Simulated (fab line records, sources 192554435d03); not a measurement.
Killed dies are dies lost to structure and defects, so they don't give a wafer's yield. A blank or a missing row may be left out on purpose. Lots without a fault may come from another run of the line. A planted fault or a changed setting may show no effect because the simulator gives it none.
fab line records | flow n5_finfet
record lots=10 wafers=28 last_day=18
route steps=1938 shown BEOL_M4@1111 BEOL_M15@1812 MIM_TOP@1835 PASSIVATION@1936
lots that met no fault: from a run of the same line without faults
start_h: hours from the record's first day to the start of the lot's first wafer shown | wait_h: hours since the lot's step before | " the same as in the row above | L1.1+2: a row that stands for several wafers | - no value, or no start given | * or withheld: withheld | < > ~ a bound
route shown NAME@n: a module of which the file shows steps, and the number in the route of the first | usual: mean/standard deviation of fault-free wafers | same: alike in all rows | chamber/n: place in a boat | sites: the reading at each site | _std_site: their standard deviation | _edge_site: outer sites' mean less inner sites' | radius_mm: how far each site lies from the wafer's centre | mask NAME#n: copy n | behind: the tool/chamber that last shaped the wafer | hold: why the lot was held/for how many hours/how that ended | device: the transistor (n, p or np) that didn't switch | end of line: the same wafers' tests at the end of the route | a step without rows: its recipe alone | killed: dies lost to structure and defects at the first sort, not the wafer's yield | map: a wafer's dies, x killed, . not, _ none there
set.NAME: the setting as run; set.NAME@STEP: as run at that earlier step | model.NAME: the simulator's own value behind a step, which no gauge read
steps of the route over a sample of lots; a table a step, a row a wafer
services: from which hour (start_h, from the record's first day; less than 0 if before it) a tool's chamber was out of use, for how many hours, and why
## steps
# step N5_BEOL_M4_RC_MEAS_101
# usual DIBL_N=36.3/2.2 DIBL_P=36.0/2.4 IOFF_N=0.16/0.042 IOFF_P=0.22/0.041 ION_N=672/14 ION_P=462/7.9 SS_N=71.7/0.76 SS_P=73.3/0.72 VT_N=250/3.6 VT_P=-249/3
# columns lot.wafer tool chamber start_h wait_h DIBL_N[mV/V] DIBL_P[mV/V] IOFF_N[nA/um] IOFF_P[nA/um] ION_N[uA/um] ION_P[uA/um] SS_N[mV/dec] SS_P[mV/dec] VT_N[mV] VT_P[mV]
L955.1 prober-02 0 167.38 0.0 37.2 38.0 0.19 0.24 680 463 72.1 74.9 245 -252
L955.3 " 0 " " 36.3 36.5 0.16 0.21 661 459 71.8 73.9 253 -251
L960.2 prober-02 0 194.86 0.2 40.6 39.6 0.24 0.30 690 475 71.8 74.6 244 -245
L960.3 " 0 " " 41.0 40.1 0.25 0.30 691 469 72.7 74.5 241 -244
L960.6 " 0 " " 41.2 40.5 0.27 0.32 704 477 72.2 74.6 241 -246
L961.1 prober-01 0 205.20 0.0 32.6 30.9 0.10 0.14 651 450 71.1 71.5 256 -253
L961.2 " 0 " " 35.4 35.6 0.16 0.20 671 460 71.6 72.7 248 -250
L961.6 " 0 " " 35.2 34.7 0.14 0.18 661 454 72.3 72.0 248 -250
L962.2 prober-02 0 209.20 0.2 35.0 34.9 0.15 0.21 661 459 71.3 72.7 253 -249
L962.5 " 0 " " 35.1 34.7 0.15 0.21 672 462 70.9 73.5 251 -250
L962.6 " 0 " " 37.3 37.2 0.20 0.27 673 466 71.7 74.0 247 -247
L963.1 prober-01 0 210.30 0.0 34.6 33.0 0.11 0.17 662 458 70.9 72.2 253 -253
L963.2 " 0 " " 36.1 34.1 0.13 0.19 663 458 71.0 72.6 253 -250
L963.5 " 0 " " 37.9 36.8 0.17 0.24 689 470 72.2 72.9 250 -246
L967.1 prober-02 0 243.44 0.0 40.4 38.4 0.35 0.28 682 459 75.0 73.8 244 -248
L967.2 " 0 " " 36.1 35.9 0.17 0.22 662 457 71.7 73.2 249 -250
L967.6 " 0 " " 36.4 36.5 0.17 0.23 650 448 72.5 73.4 250 -252
L972.2 prober-01 0 269.69 0.2 35.7 35.3 0.14 0.18 650 445 71.6 72.7 253 -252
L972.4 " 0 " " 37.2 37.2 0.17 0.20 662 460 72.2 73.2 250 -251
L971.1 prober-01 0 285.49 0.0 38.7 37.8 0.20 0.27 682 466 72.4 74.4 246 -247
L971.2 " 0 " " 36.1 35.1 0.13 0.21 671 471 70.9 72.9 253 -249
L971.5 " 0 " " 37.1 34.7 0.14 0.22 649 452 72.4 73.1 254 -250
L974.3 prober-01 0 313.19 0.3 37.3 39.3 0.20 0.30 689 482 70.9 74.7 244 -241
L974.5 " 0 " " 38.0 39.8 0.21 0.31 692 476 72.5 74.0 245 -244
L974.6 " 0 " " 33.8 34.4 0.12 0.19 661 460 70.5 72.2 252 -249
L977.2 prober-01 0 316.66 0.2 39.2 37.0 0.23 0.21 668 447 74.3 73.7 251 -253
L977.5 " 0 " " 38.6 38.2 0.20 0.22 685 460 72.2 73.6 249 -251
L977.6 " 0 " " 38.5 37.3 0.20 0.21 688 454 72.5 73.6 250 -250
# step N5_BEOL_M15_STRIP_62
# recipe chemistry=O2 power_w=600 temp_c=60 pressure_mtorr=30 rf_frequency_hz=6e+07 bias_power_w=0 overash_fraction=0.3 o2_flow_sccm=225
# usual chamber_pressure_mTorr=29.999/0.029 drypump_motor_current_A=5.5/0.52 o2_flow_sccm=225.0/0.73 oes_product_au=0.78/0.076 rf_vpp_V=3.7/0.46 showerhead_plenum_p_Torr=2.11/0.053 throttle_valve_pct=16.71/0.26
# columns lot.wafer tool chamber start_h wait_h chamber_pressure_mTorr drypump_motor_current_A o2_flow_sccm oes_product_au rf_hours_counter_h rf_vpp_V showerhead_plenum_p_Torr throttle_valve_pct
L955.1 rie_diel-02 3 - - 30.026 5.0 225.6 0.73 190 3.2 2.18 16.60
L955.3 " 1 " " 29.959 5.7 224.6 0.77 163 4.0 2.09 16.63
L960.2 rie_diel-02 0 - - 30.017 5.3 225.3 0.70 231 3.9 2.07 16.99
L960.3 " 2 " " 30.029 6.4 225.2 0.89 35 4.0 2.15 16.63
L960.6 " 3 " " 29.982 5.0 225.0 0.71 - 3.1 2.18 16.61
L961.1 rie_diel-06 2 - - 29.985 5.8 224.7 0.72 195 3.7 2.10 17.09
L961.2 " 3 " " 29.992 6.3 225.1 0.89 37 3.9 2.04 16.47
L961.6 " 0 " " 29.989 4.9 225.2 0.93 - 3.8 2.05 16.07
L962.2 rie_diel-06 2 - - 29.938 5.8 224.6 0.72 195 4.8 2.10 17.08
L962.5 " 1 " " 29.999 5.5 225.4 0.72 - 2.9 2.17 16.96
L962.6 " 0 " " 29.985 4.9 224.9 0.92 - 4.1 2.05 16.07
L963.1 rie_diel-02 1 - - 30.015 5.7 223.7 0.76 173 3.2 2.08 16.65
L963.2 " 0 " " 29.974 5.3 225.5 0.69 236 3.7 2.07 16.99
L963.5 " 3 " " 30.036 4.9 225.1 0.72 - 4.3 2.18 16.62
L967.1 rie_diel-06 3 - - 29.946 6.3 225.8 0.86 48 4.0 2.04 16.49
L967.2 " 2 " " 29.993 5.8 224.2 0.71 206 3.0 2.09 17.11
L967.6 " 1 " " 29.988 5.6 224.2 0.71 - 3.4 2.16 16.98
L972.2 rie_diel-02 2 - - 30.010 6.4 225.1 0.86 58 3.4 2.14 16.67
L972.4 " 2 " " 30.006 6.4 224.8 0.85 - 3.4 2.14 16.67
L971.1 rie_diel-06 0 - - 30.012 4.9 224.1 0.88 30 3.4 2.05 16.11
L971.2 " 1 " " 30.007 5.5 225.7 0.71 228 4.0 2.16 16.99
L971.5 " 3 " " 30.043 6.3 225.5 0.84 - 3.4 2.03 16.49
L974.3 rie_diel-02 1 - - 29.976 5.7 224.2 0.73 202 3.7 2.07 16.70
L974.5 " 2 " " 29.949 6.3 226.3 0.84 - 3.5 2.13 16.70
L974.6 " 3 " " 29.981 4.9 224.6 0.70 - 3.9 2.16 16.67
L977.2 rie_diel-04 2 - - 30.002 5.0 225.2 0.78 140 3.4 2.02 16.86
L977.5 " 1 " " 30.011 6.1 225.0 0.70 - 4.3 2.17 16.81
L977.6 " 2 " " 30.069 4.9 225.5 0.78 - 3.5 2.02 16.88
# step N5_BEOL_M15_PRE_CLEAN_42
# recipe gas=H2/He time_s=30 temp_c=300
# usual heater_power_w=471/40
# same time_s=30
# columns lot.wafer tool chamber start_h wait_h heater_power_w
L955.1 pvd_sputter-01 - 250.92 0.0 455
L955.3 " - " " 441
L960.2 pvd_sputter-03 - 272.53 0.0 493
L960.3 " - " " 552
L960.6 " - " " 436
L961.1 pvd_sputter-01 - 288.25 0.0 466
L961.2 " - " " 425
L961.6 " - " " 449
L962.2 pvd_sputter-03 - 288.48 0.0 549
L962.5 " - " " 495
L962.6 " - " " 553
L963.1 pvd_sputter-03 - 291.23 0.0 496
L963.2 " - " " 560
L963.5 " - " " 448
L967.1 pvd_sputter-03 - 330.56 0.0 524
L967.2 " - " " 423
L967.6 " - " " 425
L972.2 pvd_sputter-02 - 356.69 0.0 428
L972.4 " - " " 484
L971.1 pvd_sputter-03 - 379.75 0.0 490
L971.2 " - " " 432
L971.5 " - " " 555
L974.3 pvd_sputter-03 - 406.32 0.0 542
L974.5 " - " " 427
L974.6 " - " " 525
L977.2 pvd_sputter-02 - 419.37 0.0 503
L977.5 " - " " 447
L977.6 " - " " 508
# step N5_BEOL_M15_ANNEAL_48
# recipe temp_c=225 time_s=90 ambient=N2
# usual wafer_temp_C_max=225.77/0.21
# same time_s=90
# columns lot.wafer tool chamber start_h wait_h wafer_temp_C_max
L955.1 rtp_anneal-02 0 251.48 0.2 225.74
L955.3 " 0 " " 225.94
L960.2 rtp_anneal-01 0 273.33 0.4 225.84
L960.3 " 0 " " 225.82
L960.6 " 0 " " 226.08
L961.1 rtp_anneal-02 0 288.81 0.2 225.38
L961.2 " 0 " " 226.11
L961.6 " 0 " " 225.74
L962.2 rtp_anneal-01 0 289.08 0.2 225.77
L962.5 " 0 " " 225.97
L962.6 " 0 " " 225.84
L963.1 rtp_anneal-02 0 292.16 0.5 225.76
L963.2 " 0 " " 225.52
L963.5 " 0 " " 225.69
L967.1 rtp_anneal-02 0 331.12 0.2 225.50
L967.2 " 0 " " 225.85
L967.6 " 0 " " 225.23
L972.2 rtp_anneal-02 0 357.30 0.2 225.43
L972.4 " 0 " " 225.69
L971.1 rtp_anneal-01 0 380.31 0.2 226.01
L971.2 " 0 " " 225.95
L971.5 " 0 " " 225.89
L974.3 rtp_anneal-02 0 406.97 0.2 225.82
L974.5 " 0 " " 225.97
L974.6 " 0 " " 226.01
L977.2 rtp_anneal-02 0 419.97 0.2 225.21
L977.5 " 0 " " 225.51
L977.6 " 0 " " 225.61
# step N5_MIM_TOP_ALD_01
# recipe material=HfO2 target_thk_a=56 temp_c=withheld ald_precursor_family=Hf-amide ald_co_reactant=O3 pulse_time_s=1 purge_time_s=3 co_reactant_purge_time_s=2 co_reactant_pulse_time_s=3 ald_cycles=62
# usual ald_cycles=62/0 co_reactant_pulse_time_s=3/0 precursor_pulse_height_rel=1.000/0.018
# columns lot.wafer tool chamber start_h wait_h ald_cycles co_reactant_pulse_time_s precursor_pulse_height_rel
L955.1 ald_hk-03 0 254 - 62 3 0.971
L955.3 " 3 " " 62 3 1.016
L960.2 ald_hk-03 2 275 - 62 3 0.986
L960.3 " 0 " " 62 3 1.001
L960.6 " 3 " " 62 3 1.010
L961.1 ald_hk-01 0 291 - - - -
L961.2 " 2 " " - - -
L961.6 " 0 " " - - -
L962.2 ald_hk-02 1 291 - - - -
L962.5 " 1 " " - - -
L962.6 " 2 " " - - -
L963.1 ald_hk-03 3 294 - - - -
L963.2 " 1 " " - - -
L963.5 " 2 " " - - -
L967.1 ald_hk-01 0 333 - 62 3 0.997
L967.2 " 1 " " 62 3 1.003
L967.6 " 0 " " 62 3 0.985
L972.2 ald_hk-01 3 360 - 62 3 0.968
L972.4 " 1 " " 62 3 0.972
L971.1 ald_hk-02 0 384 - 62 3 1.001
L971.2 " 1 " " 62 3 0.955
L971.5 " 1 " " 62 3 1.024
L974.3 ald_hk-03 3 410 - 62 3 1.035
L974.5 " 3 " " 62 3 0.984
L974.6 " 0 " " 62 3 1.020
L977.2 ald_hk-03 2 424 - 62 3 0.998
L977.5 " 3 " " 62 3 0.992
L977.6 " 0 " " 62 3 0.991
# step N5_PASSIVATION_PROBE_49
# usual defect_limited_yield=91.3/1.7 killed_at_M0_to_M3=33/9.9 killed_at_M4_up=14/6.4 killed_at_contacts=12/7 killed_at_front_end=41/13 killed_at_other=3.1/2.9 killed_dies=103/20 killed_on_rim=13/4 killed_open=67/14 killed_short=34/9.4 sort_bin_4_leakage=0.03/0.24 sort_bin_5_function=5.1/1.1 sort_bin_6_memory=3.2/0.79 sort_n_pass=1077/21 sort_yield_pct=91.2/1.7
# same gross_dies=1180 killed_at_back_side=0 sort_bin_8_speed[%]=0
# columns lot.wafer tool chamber start_h wait_h defect_limited_yield[%] killed_at_M0_to_M3 killed_at_M4_up killed_at_contacts killed_at_front_end killed_at_other killed_dies killed_on_rim killed_open killed_short sort_bin_4_leakage[%] sort_bin_5_function[%] sort_bin_6_memory[%] sort_n_pass sort_yield_pct[%]
L955.1 prober-02 - 265.56 0.0 92.0 29 15 11 37 2 94 12 66 27 0 5.2 2.6 1086 92.0
L955.3 prober-02 - 265.66 0.1 90.7 31 16 34 29 0 110 14 72 37 0 5.6 3.3 1070 90.7
L960.2 prober-02 - 290.56 0.6 92.0 33 11 10 35 5 94 14 66 28 0 4.5 3.3 1086 92.0
L960.3 prober-02 - 290.61 0.6 90.6 41 9 10 43 8 111 10 74 35 0 5.8 3.4 1069 90.6
L960.6 prober-02 - 290.76 0.8 91.3 27 9 35 29 3 103 16 73 30 0.08 5.4 3.0 1076 91.2
L962.2 prober-02 - 302.92 0.1 4.7 38 7 3 36 1041 1125 152 50 34 0 91.9 3.1 55 4.7
L962.5 prober-02 - 303.07 0.2 4.2 33 14 5 50 1028 1130 152 67 36 0 92.2 3.2 50 4.2
L962.6 prober-02 - 303.12 0.3 4.2 26 13 15 36 1041 1131 129 53 37 0 92.3 3.3 49 4.2
L963.1 prober-01 - 304.99 0.0 5.7 27 16 6 55 1009 1113 130 58 48 0 90.9 2.9 67 5.7
L963.2 prober-01 - 305.04 0.1 5.3 37 5 9 37 1029 1117 152 47 40 0 91.7 2.8 63 5.3
L963.5 prober-01 - 305.19 0.2 3.9 27 8 6 49 1044 1134 152 54 40 0 93.1 2.7 46 3.9
L961.1 prober-01 - 305.67 0.0 5.0 28 33 10 71 979 1121 120 85 60 0 89.5 4.9 59 5.0
L961.2 prober-01 - 305.72 0.1 4.5 39 30 13 52 993 1127 127 76 49 0 90.5 3.9 53 4.5
L961.6 prober-01 - 305.92 0.3 4.7 30 26 7 70 991 1124 120 81 41 0 89.7 4.2 56 4.7
L967.1 prober-01 - 345.45 0.0 91.5 17 29 13 37 4 100 12 71 25 2.46 5.2 2.7 1051 89.1
L967.2 prober-01 - 345.50 0.1 86.5 46 29 29 53 2 159 16 123 34 0 8.4 4.9 1021 86.5
L967.6 prober-01 - 345.70 0.3 90.8 32 25 21 25 6 109 18 74 28 0 5.4 3.2 1071 90.8
L972.2 prober-02 - 378.25 0.1 91.5 34 14 16 34 2 100 13 70 28 0 4.7 3.6 1080 91.5
L972.4 prober-02 - 378.35 0.2 90.6 34 16 7 44 10 111 14 69 38 0 5.0 3.9 1069 90.6
L971.1 prober-02 - 395.11 0.0 92.4 32 10 14 34 0 90 15 44 42 0 4.4 2.6 1090 92.4
L971.2 prober-02 - 395.16 0.1 92.3 27 4 16 39 5 91 14 47 38 0 4.8 2.6 1089 92.3
L971.5 prober-02 - 395.31 0.2 90.8 19 9 29 51 0 108 11 64 43 0 6.3 2.5 1072 90.8
L974.3 prober-02 - 421.18 0.1 93.9 27 14 3 23 5 72 12 48 22 0 3.8 2.0 1108 93.9
L974.5 prober-02 - 421.28 0.2 92.8 33 12 4 34 2 85 5 59 25 0 4.0 3.1 1095 92.8
L974.6 prober-02 - 421.33 0.3 90.9 40 20 6 40 1 107 12 60 47 0 6.1 2.8 1073 90.9
L977.2 prober-01 - 437.73 0.1 92.0 21 13 7 53 0 94 9 68 26 0 4.3 3.6 1086 92.0
L977.5 prober-01 - 437.88 0.2 89.8 37 8 11 60 4 120 12 85 34 0 6.2 3.8 1060 89.8
L977.6 prober-01 - 437.93 0.3 87.3 64 15 12 57 2 150 17 97 50 0 7.8 4.8 1030 87.3
# killed by level:class
L955.1 FIN_SAQP:geometric_particle:open=16 BEOL_M3:geometric_particle:open=9 MOL_CONTACT_COAG:geometric_particle:open=8 BEOL_M2:geometric_particle:open=6 BEOL_M4:geometric_particle:open=6 FIN_SAQP:geometric_particle:short=5 BEOL_M0_SAQP:geometric_particle:open=5 STI_FIN_REVEAL:geometric_particle:open=3
L955.3 MOL_CONTACT_COAG:geometric_particle:open=20 MOL_CONTACT_COAG:geometric_particle:short=14 BEOL_M3:geometric_particle:open=11 STI_FIN_REVEAL:geometric_particle:open=6 BEOL_M2:geometric_particle:open=6 FIN_SAQP:geometric_particle:open=5 BEOL_M4:geometric_particle:open=5 GATE_CUT:geometric_particle:short=4
L960.2 BEOL_M3:geometric_particle:open=10 BEOL_M2:geometric_particle:open=9 STI_FIN_REVEAL:geometric_particle:open=8 MOL_CONTACT_COAG:geometric_particle:open=8 BEOL_M1:geometric_particle:open=7 FIN_SAQP:geometric_particle:short=6 BEOL_M4:geometric_particle:open=6 FIN_SAQP:geometric_particle:open=5
L960.3 BEOL_M3:geometric_particle:open=13 FIN_SAQP:geometric_particle:open=9 STI_FIN_REVEAL:geometric_particle:open=9 MOL_CONTACT_COAG:geometric_particle:open=8 FIN_SAQP:geometric_particle:short=7 BEOL_M1:geometric_particle:open=6 BEOL_M2:geometric_particle:open=6 PASS1_CAP:geometric_particle:short=4
L960.6 MOL_CONTACT_COAG:geometric_particle:open=31 BEOL_M0_SAQP:geometric_particle:open=9 FIN_SAQP:geometric_particle:short=7 STI_FIN_REVEAL:geometric_particle:open=6 BEOL_M0_SAQP:geometric_particle:short=5 BEOL_M3:geometric_particle:open=5 BEOL_M2:geometric_particle:open=4 MOL_CONTACT_COAG:geometric_particle:short=4
L962.2 MIM_TOP:area_ald=1040 FIN_SAQP:geometric_particle:short=12 BEOL_M1:geometric_particle:open=10 BEOL_M3:geometric_particle:open=8 FIN_SAQP:geometric_particle:open=6 STI_FIN_REVEAL:geometric_particle:open=6 BEOL_M0_SAQP:geometric_particle:short=5 BEOL_M0_SAQP:geometric_particle:open=4
L962.5 MIM_TOP:area_ald=1027 FIN_SAQP:geometric_particle:short=17 FIN_SAQP:geometric_particle:open=11 BEOL_M1:geometric_particle:open=10 BEOL_M2:geometric_particle:open=7 BEOL_M3:geometric_particle:open=6 STI_FIN_REVEAL:geometric_particle:open=5 BEOL_M4:geometric_particle:open=4
L962.6 MIM_TOP:area_ald=1039 FIN_SAQP:geometric_particle:short=14 MOL_CONTACT_COAG:geometric_particle:open=12 BEOL_M3:geometric_particle:open=6 BEOL_M2:geometric_particle:open=6 BEOL_M6:geometric_particle:open=6 STI_FIN_REVEAL:geometric_particle:open=4 BEOL_M1:geometric_particle:open=4
L963.1 MIM_TOP:area_ald=1003 FIN_SAQP:geometric_particle:short=19 FIN_SAQP:geometric_particle:open=7 STI_FIN_REVEAL:geometric_particle:open=6 BEOL_M0_SAQP:geometric_particle:open=6 BEOL_M4:geometric_particle:open=6 SPACER0:geometric_particle:open=5 MOL_CONTACT_COAG:geometric_particle:open=5
L963.2 MIM_TOP:area_ald=1028 GATE_CUT:geometric_particle:short=10 BEOL_M0_SAQP:geometric_particle:open=7 BEOL_M3:geometric_particle:open=7 MOL_CONTACT_COAG:geometric_particle:open=6 BEOL_M1:geometric_particle:open=6 BEOL_M0_SAQP:geometric_particle:short=5 BEOL_M2:geometric_particle:open=5
L963.5 MIM_TOP:area_ald=1038 STI_FIN_REVEAL:geometric_particle:open=16 FIN_SAQP:geometric_particle:short=13 MOL_CONTACT_COAG:geometric_particle:open=6 BEOL_M3:geometric_particle:open=6 BEOL_M4:geometric_particle:short=5 DUMMY_GATE:geometric_particle:open=4 BEOL_M0_SAQP:geometric_particle:open=4
L961.1 MIM_TOP:area_ald=976 FIN_SAQP:geometric_particle:short=26 BEOL_M4:geometric_particle:open=22 FIN_SAQP:geometric_particle:open=15 MOL_CONTACT_COAG:geometric_particle:open=8 BEOL_M0_SAQP:geometric_particle:open=6 STI_FIN_REVEAL:geometric_particle:open=6 GATE_CUT:geometric_particle:short=6
L961.2 MIM_TOP:area_ald=991 BEOL_M4:geometric_particle:open=16 BEOL_M0_SAQP:geometric_particle:open=12 MOL_CONTACT_COAG:geometric_particle:open=12 GATE_CUT:geometric_particle:short=11 HKMG_FIN:area_etch=11 FIN_SAQP:geometric_particle:short=10 BEOL_M2:geometric_particle:open=8
L961.6 MIM_TOP:area_ald=990 BEOL_M4:geometric_particle:open=14 FIN_SAQP:geometric_particle:open=12 HKMG_FIN:area_etch=12 FIN_SAQP:geometric_particle:short=11 BEOL_M0_SAQP:geometric_particle:open=11 STI_FIN_REVEAL:geometric_particle:open=8 MOL_CONTACT_COAG:geometric_particle:open=6
L967.1 BEOL_M4:geometric_particle:open=12 DUMMY_GATE:geometric_particle:open=7 MOL_CONTACT_COAG:geometric_particle:open=7 FIN_SAQP:geometric_particle:open=6 MOL_CONTACT_COAG:geometric_particle:short=5 BEOL_M2:geometric_particle:open=5 BEOL_M7:geometric_particle:open=5 DUMMY_GATE:geometric_particle:short=4
L967.2 MOL_CONTACT_COAG:geometric_particle:open=24 BEOL_M4:geometric_particle:open=16 BEOL_M1:geometric_particle:open=16 FIN_SAQP:geometric_particle:open=12 BEOL_M3:geometric_particle:open=12 STI_FIN_REVEAL:geometric_particle:open=9 DUMMY_GATE:geometric_particle:open=7 MOL_CONTACT_COAG:geometric_particle:short=5
L967.6 MOL_CONTACT_COAG:geometric_particle:open=17 BEOL_M4:geometric_particle:open=10 BEOL_M3:geometric_particle:open=9 BEOL_M2:geometric_particle:open=7 FIN_SAQP:geometric_particle:short=5 FIN_SAQP:geometric_particle:open=5 BEOL_M3:geometric_particle:short=5 DUMMY_GATE:geometric_particle:open=4
L972.2 MOL_CONTACT_COAG:geometric_particle:open=14 BEOL_M3:geometric_particle:open=9 STI_FIN_REVEAL:geometric_particle:open=9 BEOL_M0_SAQP:geometric_particle:short=7 BEOL_M0_SAQP:geometric_particle:open=6 BEOL_M4:geometric_particle:open=6 FIN_SAQP:geometric_particle:open=5 FIN_SAQP:geometric_particle:short=4
L972.4 FIN_SAQP:geometric_particle:short=15 BEOL_M0_SAQP:geometric_particle:open=10 FIN_SAQP:geometric_particle:open=7 STI_FIN_REVEAL:geometric_particle:open=7 MOL_CONTACT_COAG:geometric_particle:open=7 BEOL_M0_SAQP:geometric_particle:short=7 BEOL_M4:geometric_particle:open=7 BEOL_M3:geometric_particle:open=6
L971.1 BEOL_M0_SAQP:geometric_particle:short=13 FIN_SAQP:geometric_particle:short=12 MOL_CONTACT_COAG:geometric_particle:open=11 BEOL_M2:geometric_particle:open=8 GATE_CUT:geometric_particle:short=4 BEOL_M0_SAQP:geometric_particle:open=4 FIN_SAQP:geometric_particle:open=3 MOL_CONTACT_COAG:geometric_particle:short=3
L971.2 FIN_SAQP:geometric_particle:short=11 FIN_SAQP:geometric_particle:open=9 MOL_CONTACT_COAG:geometric_particle:open=9 BEOL_M3:geometric_particle:open=8 GATE_CUT:geometric_particle:short=7 MOL_CONTACT_COAG:geometric_particle:short=7 BEOL_M1:geometric_particle:open=5 GATE_CUT:geometric_particle:open=4
L971.5 MOL_CONTACT_COAG:geometric_particle:open=24 FIN_SAQP:geometric_particle:short=16 FIN_SAQP:geometric_particle:open=13 BEOL_M0_SAQP:geometric_particle:open=6 GATE_CUT:geometric_particle:short=5 MOL_CONTACT_COAG:geometric_particle:short=5 STI_FIN_REVEAL:geometric_particle:open=4 BEOL_M0_SAQP:geometric_particle:short=4
L974.3 BEOL_M3:geometric_particle:open=9 BEOL_M4:geometric_particle:open=7 FIN_SAQP:geometric_particle:short=6 BEOL_M2:geometric_particle:open=5 DUMMY_GATE:geometric_particle:open=4 BEOL_M0:geometric_particle:open=4 BEOL_M1:geometric_particle:open=4 MOL_CONTACT_COAG:geometric_particle:open=3
L974.5 BEOL_M3:geometric_particle:open=11 FIN_SAQP:geometric_particle:open=10 BEOL_M2:geometric_particle:open=7 FIN_SAQP:geometric_particle:short=6 DUMMY_GATE:geometric_particle:open=5 BEOL_M5:geometric_particle:open=5 MOL_CONTACT_COAG:geometric_particle:open=4 BEOL_M1:geometric_particle:open=4
L974.6 GATE_CUT:geometric_particle:short=13 BEOL_M0_SAQP:geometric_particle:short=8 BEOL_M2:geometric_particle:open=8 BEOL_M4:geometric_particle:open=7 BEOL_M3:geometric_particle:open=7 BEOL_M1:geometric_particle:open=6 BEOL_M3:geometric_particle:short=6 FIN_SAQP:geometric_particle:open=5
L977.2 STI_FIN_REVEAL:geometric_particle:open=10 FIN_SAQP:geometric_particle:short=9 FIN_SAQP:geometric_particle:open=9 MOL_CONTACT_COAG:geometric_particle:open=7 BEOL_M0_SAQP:geometric_particle:open=7 DUMMY_GATE:geometric_particle:open=6 BEOL_M0_SAQP:geometric_particle:short=4 STARTING-WAFER:geometric_particle:short=3
L977.5 STI_FIN_REVEAL:geometric_particle:open=27 BEOL_M0_SAQP:geometric_particle:short=15 MOL_CONTACT_COAG:geometric_particle:open=10 STARTING-WAFER:geometric_particle:open=8 BEOL_M0_SAQP:geometric_particle:open=7 FIN_SAQP:geometric_particle:short=6 BEOL_M0:geometric_particle:open=6 FIN_SAQP:geometric_particle:open=5
L977.6 BEOL_M0_SAQP:geometric_particle:short=23 BEOL_M0_SAQP:geometric_particle:open=20 STI_FIN_REVEAL:geometric_particle:open=17 FIN_SAQP:geometric_particle:open=14 BEOL_M2:geometric_particle:open=11 MOL_CONTACT_COAG:geometric_particle:open=10 FIN_SAQP:geometric_particle:short=8 BEOL_M5:geometric_particle:open=6
## services
# columns tool chamber start_h hours kind
rie_diel-06 3 235.37 2.3 repair
ald_hk-02 - 243.64 0.4 repair
pvd_sputter-02 - 269.38 29.2 repair
rie_diel-06 1 295.74 3.9 repair
rie_diel-06 1 303.97 8.4 repair
ald_hk-02 - 308.69 2.8 pm
ald_hk-01 - 316.14 1.4 repair
rie_diel-06 0 337.93 3.2 repair
rie_diel-04 3 342.35 3.4 repair
rie_diel-02 0 344.87 - clean
rie_diel-02 0 344.87 - consumable_replace:focus_ring
rie_diel-02 0 344.87 15.9 scheduled_down
rie_diel-02 0 344.87 15.9 vent_cycle
rie_diel-02 3 347.28 2.8 repair
pvd_sputter-03 - 355.87 6.6 repair
rie_diel-04 0 359.94 1.7 repair
ald_hk-01 - 371.93 8.7 pm
ald_hk-03 - 391.16 0.8 repair
pvd_sputter-02 - 394.55 4.0 repair
rie_diel-04 3 395.94 23.0 repair
rie_diel-04 - 403.75 0.9 repair
ald_hk-01 - 404.27 7.4 repair
rie_diel-04 0 409.11 3.8 repair
rie_diel-04 - 413.19 2.8 pm
## key
first_sign step=N5_MIM_TOP_ALD_01 reading=tool_record direction=missing
effect step=N5_PASSIVATION_PROBE_49 reading=killed_at_other direction=up sigmas=99+ usual=3.1 struck=1017.2
more_kills_born_at N5_MIM_TOP_ALD_01@ald_hk-02=3106 N5_MIM_TOP_ALD_01@ald_hk-03=3069 N5_MIM_TOP_ALD_01@ald_hk-01=2957
met_at N5_MIM_TOP_ALD_01
struck_lots L961,L962,L963
later_rows_left_out L961.1,L961.2,L961.6,L962.2,L962.5,L962.6,L963.1,L963.2,L963.5
not_acting_at N5_BEOL_M15_STRIP_62,N5_BEOL_M15_PRE_CLEAN_42,N5_BEOL_M15_ANNEAL_48
onset_between 275 291
fault kind=skipped_step_whole tool=ald_hk-01,ald_hk-02,ald_hk-03 chamber=- onset_h=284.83 steps=N5_MIM_TOP_ALD_01 scope=struck_lots_only
# later_rows_left_out: the simulator's readings of these wafers behind a module that went badly wrong aren't trusted and aren't shown, but for the sort
